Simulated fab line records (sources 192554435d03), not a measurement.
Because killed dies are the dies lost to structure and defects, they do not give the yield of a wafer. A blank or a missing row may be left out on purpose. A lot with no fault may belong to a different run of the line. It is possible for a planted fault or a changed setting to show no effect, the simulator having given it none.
Matching of chambers :: flow n5_finfet :: 4 sister chambers for N5_FIN_SAQP_ETCH_67 on rie_diel-01
The step etches SiNx in CH3F/O2, target depth 30 nm. 16 wafers are shown with their chamber, then 8 later ones without.

WAFERS, EACH WITH ITS CHAMBER
wafer: L075.1
chamber: 1
showerhead_plenum_p_Torr (Torr): 2.10
rf_vpp_V (V): 303
throttle_valve_pct (%): 16.24

wafer: L075.3
chamber: 0
showerhead_plenum_p_Torr (Torr): 2.02
rf_vpp_V (V): 307
throttle_valve_pct (%): 16.42

wafer: L075.6
chamber: 3
showerhead_plenum_p_Torr (Torr): 1.96
rf_vpp_V (V): 286
throttle_valve_pct (%): 15.84

wafer: L077.3
chamber: 2
showerhead_plenum_p_Torr (Torr): 1.92
rf_vpp_V (V): 297
throttle_valve_pct (%): 16.25

wafer: L077.5
chamber: 0
showerhead_plenum_p_Torr (Torr): 2.02
rf_vpp_V (V): 305
throttle_valve_pct (%): 16.44

wafer: L077.6
chamber: 3
showerhead_plenum_p_Torr (Torr): 1.96
rf_vpp_V (V): 287
throttle_valve_pct (%): 15.86

wafer: L082.2
chamber: 0
showerhead_plenum_p_Torr (Torr): 2.01
rf_vpp_V (V): 306
throttle_valve_pct (%): 16.45

wafer: L082.5
chamber: 1
showerhead_plenum_p_Torr (Torr): 2.10
rf_vpp_V (V): 301
throttle_valve_pct (%): 16.30

wafer: L082.6
chamber: 2
showerhead_plenum_p_Torr (Torr): 1.92
rf_vpp_V (V): 298
throttle_valve_pct (%): 16.27

wafer: L084.2
chamber: 0
showerhead_plenum_p_Torr (Torr): 2.01
rf_vpp_V (V): 305
throttle_valve_pct (%): 16.48

wafer: L084.4
chamber: 2
showerhead_plenum_p_Torr (Torr): 1.92
rf_vpp_V (V): 297
throttle_valve_pct (%): 16.29

wafer: L084.5
chamber: 3
showerhead_plenum_p_Torr (Torr): 1.95
rf_vpp_V (V): 286
throttle_valve_pct (%): 15.89

wafer: L086.3
chamber: 1
showerhead_plenum_p_Torr (Torr): 2.10
rf_vpp_V (V): 303
throttle_valve_pct (%): 16.30

wafer: L086.4
chamber: 3
showerhead_plenum_p_Torr (Torr): 1.95
rf_vpp_V (V): 287
throttle_valve_pct (%): 15.87

wafer: L086.5
chamber: 0
showerhead_plenum_p_Torr (Torr): 2.01
rf_vpp_V (V): 305
throttle_valve_pct (%): 16.46

wafer: L089.2
chamber: 0
showerhead_plenum_p_Torr (Torr): 2.01
rf_vpp_V (V): 305
throttle_valve_pct (%): 16.46

SIGNATURES (averages over the wafers above)
reading: showerhead_plenum_p_Torr
chamber 0: 2.0133
chamber 1: 2.1000
chamber 2: 1.9200
chamber 3: 1.9550
scatter within a chamber: 0.00441

reading: rf_vpp_V
chamber 0: 305.50
chamber 1: 302.33
chamber 2: 297.33
chamber 3: 286.50
scatter within a chamber: 0.808

reading: throttle_valve_pct
chamber 0: 16.4517
chamber 1: 16.2800
chamber 2: 16.2700
chamber 3: 15.8650
scatter within a chamber: 0.0234
Rule: for a wafer and a chamber, the distance is found by dividing, reading by reading, the gap between the wafer's reading and the chamber's mean by the reading's scatter, squaring, summing and taking the root. If the next closest chamber is less than 2 further off than the closest, the wafer can't be placed; otherwise it belongs to the closest. The scatter: the root of (the sum of the squares of (reading less its chamber's mean) over the shown wafers, divided by (wafers less chambers)).

WAFERS WHOSE CHAMBER IS MISSING
wafer: L089.4
showerhead_plenum_p_Torr (Torr): 1.91
rf_vpp_V (V): 296
throttle_valve_pct (%): 16.30

wafer: L089.6
showerhead_plenum_p_Torr (Torr): 2.09
rf_vpp_V (V): 302
throttle_valve_pct (%): 16.28

wafer: L094.2
showerhead_plenum_p_Torr (Torr): 2.09
rf_vpp_V (V): 303
throttle_valve_pct (%): 16.31

wafer: L094.3
showerhead_plenum_p_Torr (Torr): 1.95
rf_vpp_V (V): 286
throttle_valve_pct (%): 15.90

wafer: L094.4
showerhead_plenum_p_Torr (Torr): 2.01
rf_vpp_V (V): 304
throttle_valve_pct (%): 16.49

wafer: L096.2
showerhead_plenum_p_Torr (Torr): 1.91
rf_vpp_V (V): 298
throttle_valve_pct (%): 16.31

wafer: L096.3
showerhead_plenum_p_Torr (Torr): 1.95
rf_vpp_V (V): 287
throttle_valve_pct (%): 15.93

wafer: L096.4
showerhead_plenum_p_Torr (Torr): 2.01
rf_vpp_V (V): 305
throttle_valve_pct (%): 16.49

WHICH CHAMBER EACH WENT THROUGH
wafer: L089.4
from the rows above: 2
in truth: 2

wafer: L089.6
from the rows above: 1
in truth: 1

wafer: L094.2
from the rows above: 1
in truth: 1

wafer: L094.3
from the rows above: 3
in truth: 3

wafer: L094.4
from the rows above: 0
in truth: 0

wafer: L096.2
from the rows above: 2
in truth: 2

wafer: L096.3
from the rows above: 3
in truth: 3

wafer: L096.4
from the rows above: 0
in truth: 0
Correct placement for 8 of the 8. Left unplaced by these rows: 0. 0 placed wrongly.
